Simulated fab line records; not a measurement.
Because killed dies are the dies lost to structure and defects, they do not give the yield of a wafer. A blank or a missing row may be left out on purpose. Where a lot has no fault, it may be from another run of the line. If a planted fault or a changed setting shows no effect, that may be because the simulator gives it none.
Chamber matching ; flow n5 finfet ; rie diel-01 running N5_BEOL_M2_ETCH_70: 4 sister chambers
The step etches SOC in N2/H2, target depth 80 nm, overetch 24 nm, time 130 s. 8 wafers are shown with their chamber, then 7 later ones without.

WAFERS PAIRED WITH THEIR CHAMBERS
wafer;chamber;drypump motor current A (A);showerhead plenum p Torr (Torr)
L078.2;0;5.4;2.62
L087.3;3;5.8;2.60
L087.6;1;4.9;2.48
L088.1;2;5.5;2.52
L088.3;3;5.8;2.59
L088.4;1;4.8;2.48
L089.1;0;5.3;2.61
L089.3;2;5.5;2.52

WAFERS WITHOUT THEIR CHAMBER
wafer;drypump motor current A (A);showerhead plenum p Torr (Torr)
L089.6;5.5;2.52
L091.1;5.8;2.59
L091.5;5.4;2.61
L091.6;5.8;2.59
L096.2;5.5;2.52
L096.4;5.4;2.60
L096.6;5.5;2.52

CHAMBER TAKEN BY EACH
wafer;from the rows above;in truth
L089.6;2;2
L091.1;3;3
L091.5;0;0
L091.6;3;3
L096.2;2;2
L096.4;0;0
L096.6;2;2
Correct placement for 7 of the 7. From these rows, 0 cannot be placed. 0 placed wrongly.
How it was worked out, from the rows above alone: a wafer's distance from a chamber is the root of the sum, over the readings, of the square of ((its reading less the chamber's mean) divided by the reading's scatter). If the next closest chamber is less than 2 further off than the closest, the wafer can't be placed; otherwise it belongs to the closest. The mean given for a chamber averages the wafers shown for that chamber. How the scatter is found: for the shown wafers, subtract from each reading the mean of its chamber, square and add these, divide the total by (wafers less chambers), then take the root.
